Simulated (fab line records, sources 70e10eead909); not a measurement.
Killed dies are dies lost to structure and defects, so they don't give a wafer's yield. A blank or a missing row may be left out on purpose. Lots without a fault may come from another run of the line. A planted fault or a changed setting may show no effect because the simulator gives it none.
fab line records | flow nand_harc
record lots=6 wafers=18 last_day=24
route steps=1159 shown P_BONDPAD@366
lots that met no fault: from a run of the same line without faults
start_h: hours from the record's first day to the start of the lot's first wafer shown | wait_h: hours since the lot's step before | " the same as in the row above | L1.1+2: a row that stands for several wafers | - no value, or no start given | * or withheld: withheld | < > ~ a bound
route shown NAME@n: a module of which the file shows steps, and the number in the route of the first | usual: mean/standard deviation of fault-free wafers | same: alike in all rows | chamber/n: place in a boat | sites: the reading at each site | _std_site: their standard deviation | _edge_site: outer sites' mean less inner sites' | radius_mm: how far each site lies from the wafer's centre | mask NAME#n: copy n | behind: the tool/chamber that last shaped the wafer | hold: why the lot was held/for how many hours/how that ended | device: the transistor (n, p or np) that didn't switch | end of line: the same wafers' tests at the end of the route | a step without rows: its recipe alone | killed: dies lost to structure and defects at the first sort, not the wafer's yield | map: a wafer's dies, x killed, . not, _ none there
set.NAME: the setting as run; set.NAME@STEP: as run at that earlier step | model.NAME: the simulator's own value behind a step, which no gauge read
lots at some steps of the route; a table a step, a row a wafer
services: from which hour (start_h, from the record's first day; less than 0 if before it) a tool's chamber was out of use, for how many hours, and why
## steps
# step NHARC_P_BONDPAD_HARDBAKE_10
# recipe temp_c=118 time_s=65
# step NHARC_P_BONDPAD_DESCUM_11
# recipe time_s=3 o2_flow_sccm=200 ar_flow_sccm=0 bias_power_w=0 chemistry=O2
# usual drypump_motor_current_A=6.1/0.45 mfc_ar_sccm=0.0010/0.0027 oes_product_au=0.999/0.0078 rf_vpp_V=58.0/0.89 showerhead_plenum_p_Torr=1.94/0.075 throttle_valve_pct=11.311/0.0098
# columns lot.wafer tool chamber start_h wait_h drypump_motor_current_A mfc_ar_sccm oes_product_au rf_hours_counter_h rf_vpp_V showerhead_plenum_p_Torr throttle_valve_pct
L583.1 rie_diel-06 3 137.13 - 6.4 0 1.002 6 58.4 1.98 11.317
L583.3 " 0 " " 6.6 0 1.000 5 58.3 1.99 11.320
L583.2 " 2 " " 5.5 0 1.005 6 58.4 2.01 11.303
L586.1 rie_diel-11 0 159.38 - 6.1 0 0.999 50 58.4 1.95 11.312
L586.6 " 3 " " 5.5 0.0115 1.006 - 58.6 1.96 11.291
L586.5 " 0 " " 6.1 0 0.997 - 57.5 1.95 11.312
L587.2 rie_diel-06 0 163.05 - 6.6 0 1.005 8 58.3 1.99 11.309
L587.6 " 1 " " 6.3 0.0021 1.012 - 56.8 1.82 11.316
L587.5 " 2 " " 5.5 0 0.990 - 58.4 2.01 11.326
L596.2 rie_diel-06 0 209.99 - 6.6 0 0.998 12 58.1 1.99 11.319
L596.3 " 1 " " 6.3 0.0021 1.001 13 57.6 1.82 11.321
L596.1 " 3 " " 6.4 0 0.995 12 58.0 1.98 11.324
L599.1 rie_diel-06 0 230.39 - 6.5 0 0.993 13 56.8 1.99 11.302
L599.4 " 1 " " 6.3 0.0021 1.005 16 59.3 1.82 11.309
L599.5 " 0 " " 6.6 0 0.995 - 58.5 1.99 11.317
L602.4 rie_diel-11 3 248.47 - 5.5 0.0115 0.995 20 57.8 1.95 11.314
L602.3 " 0 " " 6.1 0 0.994 12 58.0 1.94 11.316
L602.5 " 3 " " 5.5 0.0115 0.996 - 58.0 1.95 11.294
# step NHARC_P_BONDPAD_ETCH_37
# recipe target_depth_a=600 overetch_a=180 time_s=65.91 ion_energy_ev=200 n2_flow_sccm=150 h2_flow_sccm=150 ar_flow_sccm=0 rf_w=400 bias_w=150 chemistry=N2/H2
# usual drypump_motor_current_A=6.0/0.45 mfc_ar_sccm=0.0010/0.0027 oes_product_au=1.000/0.0075 rf_vpp_V=431.4/2.5 showerhead_plenum_p_Torr=2.07/0.083 throttle_valve_pct=14.171/0.009
# columns lot.wafer tool chamber start_h wait_h drypump_motor_current_A mfc_ar_sccm oes_product_au rf_hours_counter_h rf_vpp_V showerhead_plenum_p_Torr throttle_valve_pct
L583.1 rie_diel-06 1 137.22 0.1 6.4 0.0021 1.017 6 427.0 1.94 14.170
L583.3 " 2 " " 5.5 0 0.997 6 433.0 2.14 14.172
L583.2 " 3 " " 6.4 0 1.017 6 432.5 2.12 14.166
L586.1 rie_diel-11 3 159.56 0.2 5.5 0.0115 1.007 51 432.4 2.09 14.164
L586.6 " 3 " " 5.5 0.0115 0.989 - 431.0 2.09 14.165
L586.5 " 0 " " 6.1 0 0.992 - 431.9 2.07 14.170
L587.2 rie_diel-06 2 163.13 0.1 5.5 0 0.995 10 433.9 2.14 14.166
L587.6 " 3 " " 6.4 0 1.005 - 432.1 2.11 14.169
L587.5 " 0 " " 6.6 0 1.003 - 431.9 2.13 14.187
L596.1 rie_diel-06 1 210.09 0.1 6.3 0.0021 1.002 13 427.8 1.94 14.166
L596.3 " 3 " " 6.4 0 0.999 12 431.2 2.11 14.178
L596.2 " 0 " " 6.5 0 1.002 12 433.0 2.12 14.191
L599.4 rie_diel-06 2 230.47 0.1 5.5 0 0.996 15 432.2 2.14 14.169
L599.1 " 3 " " 6.4 0 0.987 15 433.3 2.11 14.163
L599.5 " 3 " " 6.4 0 0.996 - 433.3 2.11 14.163
L602.3 rie_diel-11 1 248.62 0.1 5.8 0 0.996 20 431.7 2.07 14.177
L602.4 " 3 " " 5.5 0.0115 0.995 20 432.7 2.08 14.161
L602.5 " 1 " " 5.9 0 0.996 - 431.1 2.07 14.159
# step NHARC_P_BONDPAD_ETCH_12
# recipe target_depth_a=2000 time_s=100 chf3_flow_sccm=50 o2_flow_sccm=10 ar_flow_sccm=200 rf_w=500 bias_w=200 chemistry=CHF3/O2
# step NHARC_P_BONDPAD_CD_MEAS_13
# usual cd_nm=499.0/2
# columns lot.wafer tool chamber start_h wait_h cd_nm
L583.1 cd_sem-01 - 137.45 - 499.8
L583.2 " - " " 498.3
L583.3 " - " " 498.3
L586.1 cd_sem-02 - 159.85 - 495.6
L586.5 " - " " 497.6
L586.6 " - " " 499.7
L587.2 cd_sem-01 - 163.34 - 496.5
L587.5 " - " " 498.2
L587.6 " - " " 500.2
L596.1 cd_sem-03 - 210.35 - 495.0
L596.2 " - " " 494.4
L596.3 " - " " 496.5
L599.1 cd_sem-03 - 230.70 - 499.4
L599.4 " - " " 499.3
L599.5 " - " " 498.1
L602.3 cd_sem-02 - 248.85 - 501.2
L602.4 " - " " 497.6
L602.5 " - " " 501.0
# step NHARC_P_BONDPAD_STRIP_15
# recipe o2_flow_sccm=500 ar_flow_sccm=0 bias_w=0 chemistry=O2
# step NHARC_P_BONDPAD_ETCH_24
# recipe target_depth_a=300 over_etch_frac=0.3 time_s=72.99 ion_energy_ev=150 cf4_flow_sccm=50 n2_flow_sccm=100 ar_flow_sccm=150 rf_w=300 bias_w=100 chemistry=CF4/N2
# usual drypump_motor_current_A=6.0/0.46 mfc_ar_sccm=150.0/0.43 oes_product_au=1.001/0.0072 rf_vpp_V=314.7/1.9 showerhead_plenum_p_Torr=2.65/0.096 throttle_valve_pct=19.794/0.0091
# columns lot.wafer tool chamber start_h wait_h drypump_motor_current_A mfc_ar_sccm oes_product_au rf_hours_counter_h rf_vpp_V showerhead_plenum_p_Torr throttle_valve_pct
L583.3 rie_diel-06 0 - - 6.6 149.8 1.002 5 314.3 2.73 19.794
L583.1 " 2 " " 5.5 149.2 0.997 6 315.6 2.75 19.793
L583.2 " 3 " " 6.4 150.1 1.008 6 317.3 2.72 19.797
L586.1 rie_diel-02 0 - - 6.3 149.7 1.002 0 312.9 2.57 19.790
L586.5 " 3 " " 6.5 149.4 1.005 - 311.0 2.45 19.796
L586.6 " 0 " " 6.3 149.9 0.980 - 314.3 2.57 19.807
L587.2 rie_diel-06 2 - - 5.5 150.1 0.995 10 315.6 2.75 19.796
L587.5 " 1 " " 6.3 150.1 1.010 - 314.1 2.51 19.794
L587.6 " 2 " " 5.5 149.7 1.005 - 315.1 2.75 19.804
L596.1 rie_diel-06 3 210.60 0.1 6.4 150.4 1.006 12 316.4 2.71 19.807
L596.2 " 0 " " 6.6 150.7 0.998 12 315.7 2.73 19.786
L596.3 " 1 " " 6.3 150.2 1.007 13 311.8 2.51 19.800
L599.1 rie_diel-06 0 - - 6.6 150.1 1.007 13 315.7 2.72 19.790
L599.4 " 2 " " 5.5 149.8 1.007 15 317.5 2.74 19.799
L599.5 " 1 " " 6.3 149.2 1.003 - 314.0 2.51 19.791
L602.4 rie_diel-11 2 - - 5.4 149.3 1.001 20 317.7 2.74 19.803
L602.3 " 1 " " 5.8 149.6 0.996 20 314.8 2.66 19.789
L602.5 " 2 " " 5.4 149.5 0.997 - 316.7 2.74 19.786
# step NHARC_P_BONDPAD_STRIP_16
# recipe time_s=600 temp_c=30 chemistry=post_etch_residue_remover
# step NHARC_P_BONDPAD_DEGAS_25
# recipe temp_c=300 time_s=60
# step NHARC_P_BONDPAD_PRE_CLEAN_26
# recipe time_s=30 temp_c=280 gas=H2/He
# usual heater_power_w=402/45 susceptor_temp_C=280.02/0.16
# columns lot.wafer tool chamber start_h wait_h heater_power_w susceptor_temp_C
L583.1 pvd_sputter-03 - - - 398 280.02
L583.2 " - " " 332 279.86
L583.3 " - " " 384 279.73
L586.1 pvd_sputter-02 - - - 381 279.88
L586.5 " - " " 347 279.92
L586.6 " - " " 339 280.25
L587.2 pvd_sputter-03 - - - 440 280.08
L587.6 " - " " 343 279.80
L587.5 " - " " 451 280.10
L596.2 pvd_sputter-03 - - - 377 279.95
L596.1 " - " " 394 279.76
L596.3 " - " " 333 280.18
L599.1 pvd_sputter-03 - - - 384 280.04
L599.4 " - " " 384 280.03
L599.5 " - " " 379 280.01
L602.3 pvd_sputter-02 - - - 383 -
L602.4 " - " " 329 -
L602.5 " - " " 331 -
# step NHARC_P_BONDPAD_PVD_17
# recipe target_thk_a=50 bias_v=168.6 power_w=15000 chamber_pressure_pa=0.12 time_s=8.06 substrate_temp_c=50 material=TaN
# step NHARC_P_BONDPAD_PVD_27
# recipe target_thk_a=300 chamber_pressure_pa=5 power_w=5000 substrate_temp_c=30 time_s=20.49 material=Cu
# step NHARC_P_BONDPAD_ECD_18
# recipe target_thk_a=4000 bath_temp_c=25 material=Cu
# usual bath_heat_duty_pct=6.1/0.53 bath_temp_c=25.02/0.11
# columns lot.wafer tool chamber start_h wait_h bath_heat_duty_pct bath_temp_c
L583.2 ecd_cu-02 0 138.43 - 6.3 24.97
L583.1 " 1 " " 5.7 24.97
L583.3 " 1 " " 7.0 24.96
L586.1 ecd_cu-02 0 160.89 - - -
L586.6 " 1 " " - -
L586.5 " 0 " " - -
L587.2 ecd_cu-01 0 164.33 - - -
L587.5 " 0 " " - -
L587.6 " 1 " " - -
L596.2 ecd_cu-01 1 211.38 - 6.3 25.06
L596.1 " 0 " " 6.2 25.15
L596.3 " 0 " " 6.0 25.23
L599.1 ecd_cu-02 1 231.77 - 5.7 24.83
L599.4 " 1 " " 5.6 24.96
L599.5 " 1 " " 5.7 25.01
L602.4 ecd_cu-01 0 249.94 - 5.9 25.05
L602.3 " 1 " " 7.0 24.98
L602.5 " 1 " " 7.1 25.26
# step NHARC_P_BONDPAD_ANNEAL_28
# recipe temp_c=225 time_s=90
# step NHARC_P_BONDPAD_CMP_19
# recipe t_overpolish_s=30 cu_recess_touch_s=16 target_thk_nm=160.81
# usual motor_current_A=11.9/0.85 overpolish_run_s=30.000/0.0085 slurry_filter_dp_kPa=13.52/0.14
# columns lot.wafer tool chamber start_h wait_h motor_current_A overpolish_run_s slurry_filter_dp_kPa
L583.3 cmp-04 1 139.18 - 11.9 29.982 13.28
L583.2 " 2 " " 11.5 30.004 13.42
L583.1 " 3 " " 12.6 30.002 13.34
L586.1 cmp-01 1 161.59 - 13.4 29.998 13.60
L586.5 " 0 " " 12.4 30.003 13.63
L586.6 " 1 " " 14.0 30.005 13.18
L587.2 cmp-02 3 165.07 - 13.1 29.997 13.33
L587.5 " 3 " " 12.4 30.008 13.47
L587.6 " 0 " " 10.1 30.012 13.79
L596.1 cmp-01 1 212.11 - 13.3 29.997 13.65
L596.3 " 2 " " 10.6 30.001 13.37
L596.2 " 3 " " 12.3 30.000 13.81
L599.1 cmp-04 3 232.45 - 12.2 29.990 13.59
L599.4 " 2 " " 12.1 29.993 13.64
L599.5 " 3 " " 12.3 30.000 13.72
L602.3 cmp-04 3 250.59 - 11.8 30.008 13.65
L602.4 " 0 " " 11.9 30.009 13.41
L602.5 " 3 " " 12.2 29.999 13.72
# step NHARC_P_BONDPAD_THK_MEAS_20
# recipe thk_meas_gauge=xrf
# usual thk_nm=160.8/1.3
# columns lot.wafer tool chamber start_h wait_h hold thk_nm
L583.1 film_metro-02 - 139.47 - - 163.1
L583.2 " - " " - 160.2
L583.3 " - " " - 159.4
L586.1 film_metro-01 - 161.88 - await_dispo/0.2h/release 29.9
L586.5 " - " " await_dispo/0.2h/release 29.1
L586.6 " - " " await_dispo/0.2h/release 29.0
L586.1 film_metro-01 - 162.05 0.2 - 30.1
L586.5 " - " " - 29.1
L586.6 " - " " - 30.8
L587.2 film_metro-02 - 165.39 - await_dispo/0.2h/release 30.9
L587.5 " - " " await_dispo/0.2h/release 31.5
L587.6 " - " " await_dispo/0.2h/release 30.1
L587.2 film_metro-02 - 165.57 0.2 - 29.9
L587.5 " - " " - 29.7
L587.6 " - " " - 29.7
L596.1 film_metro-02 - 212.43 - - 159.0
L596.2 " - " " - 159.0
L596.3 " - " " - 160.6
L599.1 film_metro-02 - 232.77 - - 158.7
L599.4 " - " " - 160.0
L599.5 " - " " - 160.5
L602.3 film_metro-01 - 250.88 - - 161.1
L602.4 " - " " - 160.9
L602.5 " - " " - 162.2
## services
# columns tool chamber start_h hours kind
cmp-01 - 116.55 3.3 repair
rie_diel-11 2 119.37 3.8 repair
rie_diel-11 1 120.32 20.1 repair
cmp-01 - 126.29 0.2 repair
cmp-02 - 130.11 4.0 pm
rie_diel-06 - 134.87 0.7 repair
ecd_cu-01 - 141.68 0.7 repair
rie_diel-11 - 153.86 0.4 repair
cmp-01 - 179.66 4.0 pm
ecd_cu-02 - 180.35 8.0 pm
rie_diel-11 2 188.43 10.9 repair
rie_diel-11 - 191.53 9.0 pm
rie_diel-06 2 201.29 9.5 repair
cmp-04 - 202.10 0.7 repair
cmp-04 - 203.07 4.0 pm
pvd_sputter-02 - 204.09 1.2 repair
pvd_sputter-02 - 211.80 0.9 repair
cmp-01 - 213.80 3.7 repair
pvd_sputter-02 - 214.02 10.0 pm
rie_diel-06 0 218.07 8.5 repair
cmp-01 - 221.60 2.5 repair
rie_diel-11 0 223.77 14.4 repair
rie_diel-06 - 241.34 9.0 pm
cmp-04 - 243.15 0.5 repair
## key
first_sign step=NHARC_P_BONDPAD_ECD_18 reading=tool_record direction=missing
effect step=NHARC_P_BONDPAD_THK_MEAS_20 reading=visit direction=added
effect step=NHARC_P_BONDPAD_THK_MEAS_20 reading=thk_nm direction=down sigmas=97 usual=160.8 struck=30.1
met_at NHARC_P_BONDPAD_ECD_18
struck_wafers L586.1,L586.5,L586.6,L587.2,L587.5,L587.6
scrapped_behind NHARC_P_BONDPAD_THK_MEAS_20 L586.1,L586.5,L586.6,L587.2,L587.5,L587.6
onset_between 138.43 160.89
fault kind=skipped_step_whole tool=ecd_cu-01,ecd_cu-02 chamber=- onset_h=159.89 steps=NHARC_P_BONDPAD_ECD_18 scope=struck_lots_only
